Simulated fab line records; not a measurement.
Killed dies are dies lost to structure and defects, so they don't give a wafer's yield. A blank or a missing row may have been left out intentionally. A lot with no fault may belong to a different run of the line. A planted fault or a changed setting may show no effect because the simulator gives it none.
Which tool is to blame? | flow n5_finfet | Sampling: 10 lots, 29 wafers, 5 of 1938 route steps

== WHAT THE GAUGES READ, wafer by wafer ==
N5_FIN_SAQP_THK_MEAS_05.
lot  | measured    | on            | thk_nm (nm)
L755 | day 1 20:21 | film_metro-02 | 37.5 38.7 37.4
L756 | day 2 03:10 | film_metro-01 | 37.3 38.4
L758 | day 2 15:04 | film_metro-01 | 36.7 37.3 37.3
L762 | day 3 16:04 | film_metro-01 | 37.4 38.4 37.5
L766 | day 4 15:11 | film_metro-02 | 37.3 37.0 38.3
L767 | day 4 21:56 | film_metro-02 | 38.4 38.8 37.7
L769 | day 5 08:33 | film_metro-01 | 37.7 37.6 37.6
L773 | day 6 09:43 | film_metro-02 | 37.5 38.2 39.3
L774 | day 6 15:22 | film_metro-02 | 38.1 37.3 38.2
L776 | day 7 03:29 | film_metro-02 | 36.7 37.6 39.4

N5_BEOL_M4_RC_MEAS_101.
lot  | measured     | on        | DIBL_N (mV/V)  | DIBL_P (mV/V) | IOFF_N (nA/um) | IOFF_P (nA/um) | ION_N (uA/um) | ION_P (uA/um) | SS_N (mV/dec)  | SS_P (mV/dec)  | VT_N (mV)   | VT_P (mV)
L755 | day 10 20:59 | prober-02 | 35.1 39.1 37.9 | 34 39 37      | 0.13 0.20 0.18 | 0.21 0.28 0.25 | 659 675 673   | 461 466 465   | 70.7 72.3 71.7 | 72.9 73.6 73.7 | 250 248 248 | -249 -246 -245
L756 | day 12 07:51 | prober-01 | 33.3 34.5      | 35 36         | 0.12 0.13      | 0.19 0.23      | 655 664       | 460 464       | 70.6 70.5      | 73.0 72.7      | 254 249     | -250 -244
L758 | day 11 20:04 | prober-01 | 39.1 38.2 36.7 | 42 40 39      | 0.22 0.20 0.19 | 0.29 0.26 0.26 | 686 679 695   | 468 465 481   | 72.3 72.0 71.3 | 74.4 73.7 73.7 | 246 248 244 | -246 -246 -246
L762 | day 13 23:03 | prober-02 | 37.8 42.2 36.9 | 38 44 37      | 0.18 0.31 0.17 | 0.23 0.34 0.22 | 684 692 694   | 470 471 468   | 72.6 73.7 71.5 | 73.9 76.2 73.5 | 251 243 246 | -250 -247 -250
L766 | day 14 05:34 | prober-02 | 35.8 35.1 37.7 | 34 34 37      | 0.12 0.13 0.16 | 0.21 0.20 0.25 | 652 662 675   | 457 464 465   | 71.0 71.3 71.9 | 73.4 71.6 73.4 | 254 251 251 | -251 -249 -247
L767 | day 13 09:17 | prober-02 | 34.9 35.4 34.2 | 35 33 33      | 0.13 0.13 0.11 | 0.20 0.17 0.15 | 682 662 648   | 472 458 444   | 71.0 71.3 70.2 | 73.2 72.0 72.0 | 253 251 257 | -250 -255 -256
L769 | day 15 11:49 | prober-02 | 36.9 38.7 39.8 | 34 37 37      | 0.16 0.19 0.22 | 0.20 0.24 0.24 | 689 693 688   | 470 472 465   | 70.9 71.8 71.8 | 72.9 74.2 73.6 | 249 243 243 | -247 -245 -247
L773 | day 15 19:40 | prober-02 | 36.0 34.3 38.8 | 35 33 39      | 0.16 0.15 0.24 | 0.22 0.20 0.29 | 669 670 688   | 460 459 464   | 71.3 71.2 72.0 | 72.8 72.3 73.4 | 248 248 243 | -247 -248 -247
L774 | day 17 04:29 | prober-01 | 35.1 36.6 35.3 | 37 38 37      | 0.15 0.19 0.15 | 0.23 0.23 0.21 | 659 682 665   | 460 457 454   | 71.3 72.4 71.9 | 73.8 73.2 73.4 | 250 248 252 | -250 -250 -250
L776 | day 17 04:50 | prober-02 | 40.9 40.3 39.2 | 44 43 41      | 0.28 0.30 0.26 | 0.38 0.36 0.31 | 686 695 685   | 469 472 464   | 73.0 72.4 72.8 | 75.4 74.8 75.0 | 241 239 243 | -241 -240 -243

== WHAT TOOL EACH LOT RAN ON (gives the tool, then ch and the chambers of the sampled wafers, and finally the start) ==
lot  | N5_WELL_APT_COAT_02              | N5_PMOS_HMC_CHANNEL_EPI_ETCH_38 | N5_FIN_SAQP_PECVD_47
L755 | litho_track-01 ch 0, day 1 13:18 | rie_si-04 ch 1,2, day 1 17:25   | pecvd-02 ch 0,2, day 1 20:23
L756 | litho_track-04 ch 0, day 1 19:20 | rie_si-04 ch 1,2, day 1 23:40   | pecvd-03 ch 0,1, day 2 03:12
L758 | litho_track-03 ch 0, day 2 07:43 | rie_si-02 ch 1,2, day 2 12:01   | pecvd-04 ch 0,2, day 2 15:07
L762 | litho_track-01 ch 0, day 3 07:25 | rie_si-02 ch 1,3, day 3 11:37   | pecvd-03 ch 1,2, day 3 16:05
L766 | litho_track-04 ch 0, day 4 07:17 | rie_si-05 ch 0,1,2, day 4 11:30 | pecvd-03 ch 1,2, day 4 15:13
L767 | litho_track-03 ch 0, day 4 13:17 | rie_si-04 ch 0,3, day 4 17:34   | pecvd-02 ch 0,1, day 4 21:58
L769 | litho_track-04 ch 0, day 5 01:17 | rie_si-02 ch 0,1,3, day 5 05:37 | pecvd-02 ch 0,2, day 5 08:35
L773 | litho_track-01 ch 0, day 6 01:25 | rie_si-02 ch 1,2,3, day 6 05:46 | pecvd-03 ch 0,2, day 6 09:46
L774 | litho_track-04 ch 0, day 6 07:54 | rie_si-05 ch 0,3, day 6 12:15   | pecvd-02 ch 0,1,2, day 6 15:25
L776 | litho_track-04 ch 0, day 6 19:25 | rie_si-02 ch 2,3, day 7 00:05   | pecvd-03 ch 1,2, day 7 03:32
- N5_WELL_APT_COAT_02: resist thk 950 nm.
- N5_PMOS_HMC_CHANNEL_EPI_ETCH_38: etches SiO2 in CF4, target depth 1.5 nm.
- N5_FIN_SAQP_PECVD_47: deposits a-Si from SiH4/He, target thk 45 nm, time 36.3 s.

== WHAT THE TOOLS THEMSELVES READ (means of the sampled wafers that have a number; where no wafer has one, the mark that the record gives instead) ==
N5_WELL_APT_COAT_02.
lot  | tool           | spin_speed_rpm (rpm)
L755 | litho_track-01 | 1357.2
L756 | litho_track-04 | 1356.8
L758 | litho_track-03 | 1357.0
L762 | litho_track-01 | 1358.0
L766 | litho_track-04 | 1356.0
L767 | litho_track-03 | 1356.0
L769 | litho_track-04 | 1357.3
L773 | litho_track-01 | 1356.6
L774 | litho_track-04 | 1484.8
L776 | litho_track-04 | 1485.1

N5_PMOS_HMC_CHANNEL_EPI_ETCH_38.
lot  | tool      | bias_w (W) | drypump_motor_current_A (A) | oes_product_au (a.u.) | throttle_valve_pct (%)
L755 | rie_si-04 | 399.4      | 6.0                         | 0.991                 | 21.84
L756 | rie_si-04 | 399.6      | 5.8                         | 0.996                 | 21.77
L758 | rie_si-02 | 400.2      | 6.1                         | 1.024                 | 21.99
L762 | rie_si-02 | 399.4      | 6.5                         | 1.009                 | 22.07
L766 | rie_si-05 | 399.1      | 5.2                         | 0.977                 | 21.77
L767 | rie_si-04 | 400.2      | 5.5                         | 0.968                 | 21.48
L769 | rie_si-02 | 400.8      | 6.3                         | 1.014                 | 22.15
L773 | rie_si-02 | 399.6      | 6.3                         | 1.020                 | 21.92
L774 | rie_si-05 | 400.4      | 5.3                         | 0.990                 | 21.86
L776 | rie_si-02 | 401.0      | 6.5                         | 1.001                 | 21.69

N5_FIN_SAQP_PECVD_47.
lot  | tool     | heater_power_w (W) | showerhead_plenum_p_Torr (Torr) | throttle_valve_pct (%)
L755 | pecvd-02 | 867                | 5.63                            | 16.8
L756 | pecvd-03 | 760                | 5.68                            | 18.8
L758 | pecvd-04 | 923                | 5.65                            | 18.4
L762 | pecvd-03 | 874                | 5.61                            | 18.2
L766 | pecvd-03 | 849                | 5.61                            | 18.0
L767 | pecvd-02 | 887                | 5.68                            | 18.2
L769 | pecvd-02 | 767                | 5.64                            | 17.0
L773 | pecvd-03 | 834                | 5.70                            | 18.4
L774 | pecvd-02 | 822                | 5.65                            | 17.5
L776 | pecvd-03 | 882                | 5.61                            | 18.1

== THE ANSWER, worked out from the rows above alone ==
Rule: usual is defined by the lots themselves. The widest of any qualifying gaps counts: lots, ordered by their means at a reading, are off when they make up no more than a third of the lots, leave a main group of 4 or more, and stand apart from it by 3 or more times the standard deviation of that group's means. Not used: any main group whose means are identical at the precision the tables above print for the reading. A lot without any number at a reading at which 4 lots or more have one is off too. The other lots that the step has rows for count as sound. First the gauges in route order, then the tools' own readings, where a lot's mean is used as printed above. The first step at which some lot is off is used, and at that step the reading that is off furthest; a lot without a number counts as furthest.
Off at N5_WELL_APT_COAT_02 (spin_speed_rpm): L774, L776. Main group: mean 1356.9 rpm, sd 0.63.
A tool fits if, at that step or a process step before it, it ran every lot that is off, and no sound lot after the first of them. One fits: litho_track-04 at N5_WELL_APT_COAT_02. A fault onset in the window from L769 (day 5 01:17, its last sound lot) to L774 (day 6 07:54, its first lot off) fits.
The tool's own readings at N5_WELL_APT_COAT_02 bear it out: on the lots that are off they differ by more than 5 times the standard deviation of the sound lots' means. spin_speed_rpm reads 1484.9 rpm there against 1356.9 rpm on the sound lots.

== WHAT WAS PUT IN BY THE SIMULATOR ==
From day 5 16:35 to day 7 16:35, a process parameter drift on litho_track-04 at N5_WELL_APT_COAT_02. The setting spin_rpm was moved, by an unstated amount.
Shown lots that were struck: L774, L776. Same finding as the rule above.
